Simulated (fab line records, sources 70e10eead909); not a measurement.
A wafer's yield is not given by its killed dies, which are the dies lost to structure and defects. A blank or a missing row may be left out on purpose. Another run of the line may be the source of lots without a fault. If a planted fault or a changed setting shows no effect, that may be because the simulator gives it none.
The tool behind it: which one? | flow nand-harc | Sampling: 23 lots, 69 wafers, 6 of 1302 route steps

== WHAT THE GAUGES READ, wafer by wafer ==
Not one reading of a measure or inspect step in the record can be checked against a usual standard deviation.

== WHAT TOOL EACH LOT RAN ON (gives the tool, then ch and the chambers of the sampled wafers, and finally the start) ==
lot  | NHARC_A_STAIRCASE_TRIM_20          | NHARC_A_STAIRCASE_ETCH_25                     | NHARC_A_STAIRCASE_ETCH_199                    | NHARC_A_STAIRCASE_ETCH_201                    | NHARC_A_STAIRCASE_TRIM_229         | NHARC_A_STAIRCASE_TRIM_233
L075 | rie-diel-09 ch 0,1,3, day 16 03:25 | rie-diel-09 ch 0,1,3, day 16 10:41 or earlier | rie-diel-09 ch 2,3, day 16 10:41 or earlier   | rie-diel-09 ch 0,1, day 16 10:41 or earlier   | rie-diel-03 ch 1, day 16 10:41     | rie-diel-03 ch 0,1, no start
L074 | rie-diel-03 ch 1,2,3, day 16 03:36 | rie-diel-03 ch 0,1, day 16 11:10 or earlier   | rie-diel-10 ch 2,3, day 16 11:10 or earlier   | rie-diel-10 ch 1,2, day 16 11:10 or earlier   | rie-diel-10 ch 0,2, day 16 11:10   | rie-diel-10 ch 0,2, no start
L076 | rie-diel-10 ch 0,2,3, day 16 17:46 | rie-diel-10 ch 0,1,3, day 17 01:40 or earlier | rie-diel-09 ch 0,1,3, day 17 01:40 or earlier | rie-diel-09 ch 0,1,3, day 17 01:40 or earlier | rie-diel-10 ch 1,2,3, day 17 01:40 | rie-diel-10 ch 0,1,3, no start
L077 | rie-diel-09 ch 1,2,3, day 16 23:54 | rie-diel-09 ch 0,2,3, day 17 07:32 or earlier | rie-diel-03 ch 0,1,3, day 17 07:32 or earlier | rie-diel-03 ch 0,2,3, day 17 07:32 or earlier | rie-diel-09 ch 0,1,2, day 17 07:32 | rie-diel-09 ch 0,1,2, no start
L078 | rie-diel-10 ch 1,3, day 17 00:01   | rie-diel-10 ch 1,2,3, day 17 07:50 or earlier | rie-diel-03 ch 0,1,2, day 17 07:50 or earlier | rie-diel-03 ch 2,3, day 17 07:50 or earlier   | rie-diel-03 ch 0,2,3, day 17 07:50 | rie-diel-03 ch 1,2,3, no start
L079 | rie-diel-09 ch 1,2,3, day 18 07:28 | rie-diel-09 ch 1,2,3, day 18 11:40 or earlier | rie-diel-10 ch 0,1,2, day 18 11:40 or earlier | rie-diel-03 ch 0,1, day 18 11:40              | rie-diel-03 ch 1,2,3, day 18 15:37 | rie-diel-03 ch 1,2, no start
L080 | rie-diel-09 ch 1,2,3, day 18 14:19 | rie-diel-09 ch 0,1,2, day 18 21:58 or earlier | rie-diel-09 ch 0,1,2, day 18 21:58 or earlier | rie-diel-09 ch 0,1,3, day 18 21:58 or earlier | rie-diel-10 ch 0,2,3, day 18 21:58 | rie-diel-10 ch 0,1,3, no start
L081 | rie-diel-09 ch 1,2, day 18 14:41   | rie-diel-09 ch 1,2,3, day 18 22:31 or earlier | rie-diel-03 ch 1,2,3, day 18 22:31 or earlier | rie-diel-03 ch 0,1,2, day 18 22:31 or earlier | rie-diel-09 ch 1,2,3, day 18 22:31 | rie-diel-09 ch 0,1, no start
L082 | rie-diel-09 ch 1,2, day 19 03:59   | rie-diel-09 ch 1,2, day 19 19:28 or earlier   | rie-diel-03 ch 1,2, day 19 19:28 or earlier   | rie-diel-03 ch 2,3, day 19 19:28 or earlier   | rie-diel-10 ch 0,3, day 19 19:28   | rie-diel-10 ch 0,1,2, no start
L083 | rie-diel-09 ch 0,1,3, day 19 15:04 | rie-diel-09 ch 0,1,2, day 19 22:22 or earlier | rie-diel-03 ch 0,1,3, day 19 22:22 or earlier | rie-diel-03 ch 0,1,2, day 19 22:22 or earlier | rie-diel-03 ch 0,1,3, day 19 22:22 | rie-diel-03 ch 0,2,3, no start
L084 | rie-diel-09 ch 0,1,3, day 19 23:31 | rie-diel-09 ch 0,3, day 20 08:01 or earlier   | rie-diel-09 ch 0,1, day 20 08:01 or earlier   | rie-diel-09 ch 1,3, day 20 08:01 or earlier   | rie-diel-09 ch 0,2,3, day 20 08:01 | rie-diel-09 ch 1,3, no start
L086 | rie-diel-10 ch 0,2, day 20 17:03   | rie-diel-10 ch 0,1,2, day 21 00:24 or earlier | rie-diel-09 ch 0,1,3, day 21 00:24 or earlier | rie-diel-09 ch 0,2,3, day 21 00:24 or earlier | rie-diel-10 ch 0,1,3, day 21 00:24 | rie-diel-10 ch 0,2,3, no start
L087 | rie-diel-03 ch 1,2,3, day 20 17:22 | rie-diel-03 ch 0,1,2, day 21 00:59 or earlier | rie-diel-09 ch 0,2,3, day 21 00:59 or earlier | rie-diel-09 ch 2,3, day 21 00:59 or earlier   | rie-diel-03 ch 2,3, day 21 00:59   | rie-diel-03 ch 0,1,3, no start
L085 | rie-diel-09 ch 1,3, day 20 17:35   | rie-diel-09 ch 0,2, day 21 01:31 or earlier   | rie-diel-10 ch 1,2, day 21 01:31 or earlier   | rie-diel-10 ch 2,3, day 21 01:31 or earlier   | rie-diel-09 ch 0,1,2, day 21 01:31 | rie-diel-09 ch 2,3, no start
L088 | rie-diel-10 ch 0,2,3, day 21 14:00 | rie-diel-10 ch 1,2, day 21 21:23 or earlier   | rie-diel-03 ch 1,2, day 21 21:23 or earlier   | rie-diel-03 ch 0,2,3, day 21 21:23 or earlier | rie-diel-09 ch 0,1,2, day 21 21:23 | rie-diel-09 ch 0,2,3, no start
L090 | rie-diel-10 ch 0,1,2, day 22 23:15 | rie-diel-10 ch 0,1, day 23 06:55 or earlier   | rie-diel-03 ch 0,1, day 23 06:55 or earlier   | rie-diel-03 ch 0,3, day 23 06:55 or earlier   | rie-diel-09 ch 0,3, day 23 06:55   | rie-diel-09 ch 0,2,3, no start
L092 | rie-diel-03 ch 0,3, day 23 06:28   | rie-diel-03 ch 1,3, day 23 14:12 or earlier   | rie-diel-03 ch 1,3, day 23 14:12 or earlier   | rie-diel-03 ch 0,2, day 23 14:12 or earlier   | rie-diel-03 ch 0,2,3, day 23 14:12 | rie-diel-03 ch 0,1, no start
L091 | rie-diel-10 ch 0,1,3, day 23 06:47 | rie-diel-10 ch 0,1,2, day 23 15:01 or earlier | rie-diel-09 ch 1,2,3, day 23 15:01 or earlier | rie-diel-09 ch 1,2,3, day 23 15:01 or earlier | rie-diel-09 ch 1,2,3, day 23 15:01 | rie-diel-09 ch 1,2,3, no start
L093 | rie-diel-03 ch 1,2, day 23 17:59   | rie-diel-03 ch 0,1,2, day 24 09:38 or earlier | rie-diel-10 ch 0,1,2, day 24 09:38 or earlier | rie-diel-10 ch 0,2,3, day 24 09:38 or earlier | rie-diel-10 ch 0,1, day 24 09:38   | rie-diel-10 ch 1,2,3, no start
L094 | rie-diel-03 ch 2,3, day 24 05:19   | rie-diel-03 ch 2,3, day 24 13:39 or earlier   | rie-diel-03 ch 0,2,3, day 24 13:39 or earlier | rie-diel-03 ch 0,1,2, day 24 13:39 or earlier | rie-diel-03 ch 1,2, day 24 13:39   | rie-diel-03 ch 0,2, no start
L095 | rie-diel-03 ch 0,2,3, day 24 18:02 | rie-diel-03 ch 0,2, day 25 01:23 or earlier   | rie-diel-03 ch 0,1,3, day 25 01:23 or earlier | rie-diel-03 ch 1,2, day 25 01:23 or earlier   | rie-diel-09 ch 0,1,3, day 25 01:23 | rie-diel-09 ch 1,3, no start
L096 | rie-diel-10 ch 0,3, day 25 06:14   | rie-diel-10 ch 1,2,3, day 25 14:17 or earlier | rie-diel-09 ch 0,1,2, day 25 14:17 or earlier | rie-diel-09 ch 1,2,3, day 25 14:17 or earlier | rie-diel-10 ch 0,2,3, day 25 14:17 | rie-diel-10 ch 0,2,3, no start
L097 | rie-diel-10 ch 2,3, day 25 06:30   | rie-diel-10 ch 0,2,3, day 25 14:10 or earlier | rie-diel-03 ch 0,2,3, day 25 14:10 or earlier | rie-diel-03 ch 0,1, day 25 14:10 or earlier   | rie-diel-09 ch 1,3, day 25 14:10   | rie-diel-09 ch 0,1,2, no start
- NHARC_A_STAIRCASE_TRIM_20: chemistry O2, time 211.2 s.
- NHARC_A_STAIRCASE_ETCH_25: etches the open film in C4F8/O2, target depth 100 nm, time 40.5 s.
- NHARC_A_STAIRCASE_ETCH_199: etches the open film in C4F8/O2, target depth 100 nm, time 40.5 s.
- NHARC_A_STAIRCASE_ETCH_201: etches the open film in C4F8/O2, target depth 100 nm, time 40.5 s.
- NHARC_A_STAIRCASE_TRIM_229: chemistry O2, time 211.2 s.
- NHARC_A_STAIRCASE_TRIM_233: chemistry O2, time 211.2 s.

== AS READ BY THE TOOLS THEMSELVES (means over the sampled wafers that have a number; for cases with no such wafer, the mark the record gives instead) ==
NHARC_A_STAIRCASE_TRIM_20.
lot  | tool        | drypump-motor-current-A (A) | o2-flow-sccm (sccm) | oes-product-au (a.u.) | rf-vpp-V (V) | showerhead-plenum-p-Torr (Torr) | throttle-valve-pct (%)
L075 | rie-diel-09 | 5.6                         | 499.1               | 1.000                 | 58.0         | 3.59                            | 17.036
L074 | rie-diel-03 | 5.7                         | 499.4               | 1.007                 | 57.4         | 3.58                            | 17.040
L076 | rie-diel-10 | 5.4                         | 499.6               | 0.996                 | 58.2         | 3.61                            | 17.034
L077 | rie-diel-09 | 5.6                         | 499.2               | 0.999                 | 57.3         | 3.57                            | 17.031
L078 | rie-diel-10 | 5.3                         | 499.6               | 0.990                 | 58.7         | 3.52                            | 17.043
L079 | rie-diel-09 | 5.6                         | 500.4               | 1.002                 | 58.4         | 3.56                            | 17.027
L080 | rie-diel-09 | 5.6                         | 501.1               | 1.006                 | 58.2         | 3.56                            | 17.035
L081 | rie-diel-09 | 5.5                         | 500.2               | 1.001                 | 57.6         | 3.50                            | 17.031
L082 | rie-diel-09 | 5.5                         | 499.4               | 1.007                 | 57.8         | 3.50                            | 17.035
L083 | rie-diel-09 | 5.6                         | 499.9               | 1.008                 | 57.4         | 3.57                            | 17.034
L084 | rie-diel-09 | 5.6                         | 500.0               | 1.003                 | 57.9         | 3.57                            | 17.034
L086 | rie-diel-10 | 5.9                         | 501.0               | 0.983                 | 58.1         | 3.67                            | 17.039
L087 | rie-diel-03 | 5.7                         | 500.2               | 1.001                 | 57.5         | 3.56                            | 17.044
L085 | rie-diel-09 | 5.9                         | 500.5               | 1.003                 | 58.0         | 3.63                            | 17.031
L088 | rie-diel-10 | 5.4                         | 498.4               | 1.000                 | 58.4         | 3.59                            | 17.040
L090 | rie-diel-10 | 6.0                         | 500.8               | 0.990                 | 58.2         | 3.59                            | 17.034
L092 | rie-diel-03 | 5.9                         | 499.5               | 1.006                 | 58.2         | 3.53                            | 17.038
L091 | rie-diel-10 | 5.6                         | 498.0               | 0.991                 | 57.3         | 3.51                            | 17.032
L093 | rie-diel-03 | 5.6                         | 500.5               | 0.998                 | 58.3         | 3.45                            | 17.032
L094 | rie-diel-03 | 5.7                         | 501.0               | 0.997                 | 58.0         | 3.64                            | 17.032
L095 | rie-diel-03 | 5.8                         | 499.5               | 1.006                 | 58.2         | 3.53                            | 17.024
L096 | rie-diel-10 | 4.9                         | 500.5               | 0.989                 | 58.1         | 3.49                            | 17.035
L097 | rie-diel-10 | 5.6                         | 500.2               | 0.992                 | 58.7         | 3.63                            | 17.048

NHARC_A_STAIRCASE_ETCH_25.
lot  | tool        | oes-product-au (a.u.) | rf-vpp-V (V)
L075 | rie-diel-09 | 0.933                 | 898
L074 | rie-diel-03 | 0.949                 | 890
L076 | rie-diel-10 | 0.946                 | 896
L077 | rie-diel-09 | 0.953                 | 895
L078 | rie-diel-10 | 0.930                 | 899
L079 | rie-diel-09 | 0.948                 | 897
L080 | rie-diel-09 | 0.943                 | 896
L081 | rie-diel-09 | 0.946                 | 896
L082 | rie-diel-09 | 0.947                 | 895
L083 | rie-diel-09 | 0.953                 | 896
L084 | rie-diel-09 | 0.964                 | 896
L086 | rie-diel-10 | 0.940                 | 898
L087 | rie-diel-03 | 0.940                 | 893
L085 | rie-diel-09 | 0.953                 | 893
L088 | rie-diel-10 | 0.937                 | 898
L090 | rie-diel-10 | 0.944                 | 896
L092 | rie-diel-03 | 0.944                 | 893
L091 | rie-diel-10 | 0.947                 | 899
L093 | rie-diel-03 | 0.950                 | 892
L094 | rie-diel-03 | 0.943                 | 901
L095 | rie-diel-03 | 0.964                 | 892
L096 | rie-diel-10 | 0.931                 | 897
L097 | rie-diel-10 | 0.941                 | 898

NHARC_A_STAIRCASE_ETCH_199.
lot  | tool        | oes-product-au (a.u.) | rf-vpp-V (V)
L075 | rie-diel-09 | 0.941                 | 896
L074 | rie-diel-10 | 0.948                 | 898
L076 | rie-diel-09 | 0.965                 | 898
L077 | rie-diel-03 | 0.943                 | 894
L078 | rie-diel-03 | 0.930                 | 893
L079 | rie-diel-10 | 0.951                 | 899
L080 | rie-diel-09 | 0.950                 | 896
L081 | rie-diel-03 | 0.964                 | 898
L082 | rie-diel-03 | 0.950                 | 894
L083 | rie-diel-03 | 0.949                 | 894
L084 | rie-diel-09 | 0.940                 | 899
L086 | rie-diel-09 | 0.952                 | 898
L087 | rie-diel-09 | 0.950                 | 895
L085 | rie-diel-10 | 0.932                 | 900
L088 | rie-diel-03 | 0.947                 | 894
L090 | rie-diel-03 | 0.953                 | 889
L092 | rie-diel-03 | 0.943                 | 893
L091 | rie-diel-09 | 0.940                 | 896
L093 | rie-diel-10 | 0.917                 | 897
L094 | rie-diel-03 | 0.942                 | 896
L095 | rie-diel-03 | 0.953                 | 893
L096 | rie-diel-09 | 0.930                 | 895
L097 | rie-diel-03 | 0.951                 | 896

NHARC_A_STAIRCASE_ETCH_201.
lot  | tool        | oes-product-au (a.u.) | rf-vpp-V (V)
L075 | rie-diel-09 | 0.946                 | 899
L074 | rie-diel-10 | 0.951                 | 900
L076 | rie-diel-09 | 0.952                 | 898
L077 | rie-diel-03 | 0.931                 | 896
L078 | rie-diel-03 | 0.939                 | 901
L079 | rie-diel-03 | 0.986                 | 890
L080 | rie-diel-09 | 0.946                 | 898
L081 | rie-diel-03 | 0.941                 | 893
L082 | rie-diel-03 | 0.950                 | 901
L083 | rie-diel-03 | 0.946                 | 892
L084 | rie-diel-09 | 0.935                 | 898
L086 | rie-diel-09 | 0.936                 | 895
L087 | rie-diel-09 | 0.963                 | 894
L085 | rie-diel-10 | 0.928                 | 901
L088 | rie-diel-03 | 0.952                 | 896
L090 | rie-diel-03 | 0.950                 | 896
L092 | rie-diel-03 | 0.948                 | 896
L091 | rie-diel-09 | 0.930                 | 897
L093 | rie-diel-10 | 0.927                 | 898
L094 | rie-diel-03 | 0.947                 | 893
L095 | rie-diel-03 | 0.947                 | 894
L096 | rie-diel-09 | 0.927                 | 897
L097 | rie-diel-03 | 0.953                 | 888

NHARC_A_STAIRCASE_TRIM_229.
lot  | tool        | drypump-motor-current-A (A) | o2-flow-sccm (sccm) | oes-product-au (a.u.) | rf-vpp-V (V) | showerhead-plenum-p-Torr (Torr) | throttle-valve-pct (%)
L075 | rie-diel-03 | 5.7                         | 503.4               | 1.001                 | 58.2         | 3.38                            | 17.041
L074 | rie-diel-10 | 5.7                         | 502.7               | 0.992                 | 57.9         | 3.62                            | 17.037
L076 | rie-diel-10 | 5.7                         | 500.4               | 0.990                 | 57.4         | 3.60                            | 17.034
L077 | rie-diel-09 | 5.5                         | 499.4               | 1.004                 | 58.4         | 3.52                            | 17.037
L078 | rie-diel-03 | 5.8                         | 498.1               | 0.997                 | 57.6         | 3.56                            | 17.039
L079 | rie-diel-03 | 5.7                         | 500.7               | 0.995                 | 58.1         | 3.57                            | 17.037
L080 | rie-diel-10 | 5.4                         | 500.2               | 0.993                 | 58.4         | 3.60                            | 17.030
L081 | rie-diel-09 | 5.6                         | 499.4               | 1.003                 | 57.6         | 3.56                            | 17.030
L082 | rie-diel-10 | 5.2                         | 500.7               | 0.993                 | 57.2         | 3.53                            | 17.039
L083 | rie-diel-03 | 5.9                         | 498.5               | 1.003                 | 57.8         | 3.45                            | 17.039
L084 | rie-diel-09 | 5.4                         | 501.1               | 1.008                 | 57.4         | 3.50                            | 17.032
L086 | rie-diel-10 | 5.5                         | 500.5               | 0.994                 | 57.1         | 3.52                            | 17.037
L087 | rie-diel-03 | 5.7                         | 499.7               | 1.005                 | 58.8         | 3.65                            | 17.041
L085 | rie-diel-09 | 5.5                         | 500.2               | 1.002                 | 57.5         | 3.51                            | 17.039
L088 | rie-diel-09 | 5.5                         | 501.4               | 1.009                 | 58.8         | 3.50                            | 17.026
L090 | rie-diel-09 | 5.4                         | 500.1               | 1.006                 | 57.6         | 3.50                            | 17.044
L092 | rie-diel-03 | 5.8                         | 500.1               | 1.001                 | 56.8         | 3.54                            | 17.035
L091 | rie-diel-09 | 5.6                         | 500.2               | 0.987                 | 57.2         | 3.55                            | 17.040
L093 | rie-diel-10 | 5.8                         | 500.3               | 1.001                 | 58.0         | 3.51                            | 17.028
L094 | rie-diel-03 | 5.6                         | 502.1               | 0.996                 | 58.6         | 3.45                            | 17.036
L095 | rie-diel-09 | 5.6                         | 501.2               | 0.996                 | 58.4         | 3.55                            | 17.033
L096 | rie-diel-10 | 5.4                         | 499.9               | 0.996                 | 58.1         | 3.57                            | 17.039
L097 | rie-diel-09 | 5.8                         | 500.2               | 0.993                 | 57.6         | 3.60                            | 17.030

NHARC_A_STAIRCASE_TRIM_233.
lot  | tool        | drypump-motor-current-A (A) | o2-flow-sccm (sccm) | oes-product-au (a.u.) | rf-vpp-V (V) | showerhead-plenum-p-Torr (Torr) | throttle-valve-pct (%)
L075 | rie-diel-03 | 5.9                         | 500.7               | 1.004                 | 57.7         | 3.35                            | 17.051
L074 | rie-diel-10 | 5.9                         | 500.2               | 0.996                 | 57.8         | 3.69                            | 17.037
L076 | rie-diel-10 | 5.5                         | 501.1               | 1.005                 | 58.0         | 3.53                            | 17.041
L077 | rie-diel-09 | 5.5                         | 499.3               | 1.007                 | 58.1         | 3.52                            | 17.038
L078 | rie-diel-03 | 5.7                         | 498.5               | 0.999                 | 58.6         | 3.58                            | 17.034
L079 | rie-diel-03 | 5.6                         | 500.0               | 1.005                 | 56.6         | 3.47                            | 17.037
L080 | rie-diel-10 | 5.5                         | 500.1               | 0.999                 | 58.3         | 3.53                            | 17.040
L081 | rie-diel-09 | 5.7                         | 499.9               | 1.005                 | 58.3         | 3.59                            | 17.035
L082 | rie-diel-10 | 6.0                         | 499.8               | 0.990                 | 57.4         | 3.60                            | 17.032
L083 | rie-diel-03 | 5.8                         | 499.0               | 0.999                 | 57.5         | 3.55                            | 17.038
L084 | rie-diel-09 | 5.9                         | 501.6               | 0.993                 | 57.8         | 3.63                            | 17.036
L086 | rie-diel-10 | 5.4                         | 499.1               | 0.992                 | 57.2         | 3.59                            | 17.035
L087 | rie-diel-03 | 5.8                         | 499.9               | 0.997                 | 57.4         | 3.45                            | 17.034
L085 | rie-diel-09 | 5.5                         | 499.7               | 1.008                 | 57.5         | 3.54                            | 17.034
L088 | rie-diel-09 | 5.3                         | 498.7               | 1.014                 | 57.4         | 3.49                            | 17.042
L090 | rie-diel-09 | 5.3                         | 499.9               | 1.005                 | 59.0         | 3.48                            | 17.040
L092 | rie-diel-03 | 5.9                         | 500.7               | 1.005                 | 56.6         | 3.33                            | 17.028
L091 | rie-diel-09 | 5.6                         | 498.7               | 0.993                 | 57.9         | 3.55                            | 17.032
L093 | rie-diel-10 | 5.8                         | 498.9               | 1.004                 | 57.6         | 3.56                            | 17.035
L094 | rie-diel-03 | 5.8                         | 500.2               | 1.006                 | 57.7         | 3.42                            | 17.048
L095 | rie-diel-09 | 5.9                         | 500.1               | 0.996                 | 58.4         | 3.61                            | 17.026
L096 | rie-diel-10 | 5.4                         | 500.0               | 0.996                 | 57.3         | 3.57                            | 17.043
L097 | rie-diel-09 | 5.5                         | 499.2               | 0.999                 | 57.8         | 3.49                            | 17.037

== THE ANSWER, worked out from the rows above alone ==
Rule: the lots themselves supply what counts as usual. Put in order of their means at a reading, lots are off if they are a third of the lots or fewer, leave a main group of 4 or more, and stand apart from it by a gap of 3 or more times the standard deviation of the main group's means; of several such gaps the widest counts. A main group whose means are all the same, to the digits that the tables above print for the reading, isn't used. A lot without any number at a reading at which 4 lots or more have one is off too. Where the step has rows for the other lots, those lots are counted as sound. Order of review: gauges by route order, followed by the tools' own readings, for which a lot's mean as printed above is used. The first step at which some lot is off is used, and at that step the reading that is off furthest; a lot without a number counts as furthest.
Across all readings shown, no lot is off: no conclusion can be drawn from this.

== WHAT WAS PUT IN BY THE SIMULATOR ==
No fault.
